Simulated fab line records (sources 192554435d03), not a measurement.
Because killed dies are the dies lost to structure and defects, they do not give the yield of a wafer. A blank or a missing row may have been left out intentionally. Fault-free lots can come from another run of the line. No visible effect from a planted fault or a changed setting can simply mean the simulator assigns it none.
Chamber matching    flow n5-finfet    rie-diel-05 running N5_MOL_CONTACT_COAG_ETCH_124: 4 sister chambers
The step etches SiNx in CH3F/O2, stops on SiOC, target depth 6.5 nm. 4 wafers are shown with their chamber, then 8 later ones without.

WAFERS WITH THEIR CHAMBER
wafer   chamber  throttle-valve-pct (%)
L082.4  1        16.50
L090.1  2        16.28
L090.6  3        16.33
L092.3  0        16.47

WAFERS WITH NO CHAMBER GIVEN
wafer   throttle-valve-pct (%)
L092.5  16.29
L092.6  16.36
L093.4  16.46
L093.5  16.53
L093.6  16.29
L095.1  16.53
L095.3  16.48
L095.6  16.48

EACH ONE'S CHAMBER
wafer   from the rows above      in truth
L092.5  can't be placed: 2 or 3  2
L092.6  3                        3
L093.4  can't be placed: 0 or 1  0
L093.5  can't be placed: 1 or 0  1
L093.6  can't be placed: 2 or 3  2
L095.1  can't be placed: 1 or 0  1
L095.3  can't be placed: 0 or 1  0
L095.6  can't be placed: 0 or 1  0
Placed correctly: 1 of 8. Cannot be placed on the basis of these rows: 7; the candidates contain the true chamber in 7. Placed wrongly: 0.
How it was worked out, from the rows above alone: a wafer's distance from a chamber is the root of the sum, over the readings, of the square of ((its reading less the chamber's mean) divided by the reading's scatter). The wafer belongs to the nearest chamber; if the next one is less than 2 further off, it can't be placed. The mean given for a chamber averages the wafers shown for that chamber. The scatter (one wafer shown for each chamber): square how far every hidden wafer sits from the nearest shown wafer, average those squares and take the square root.
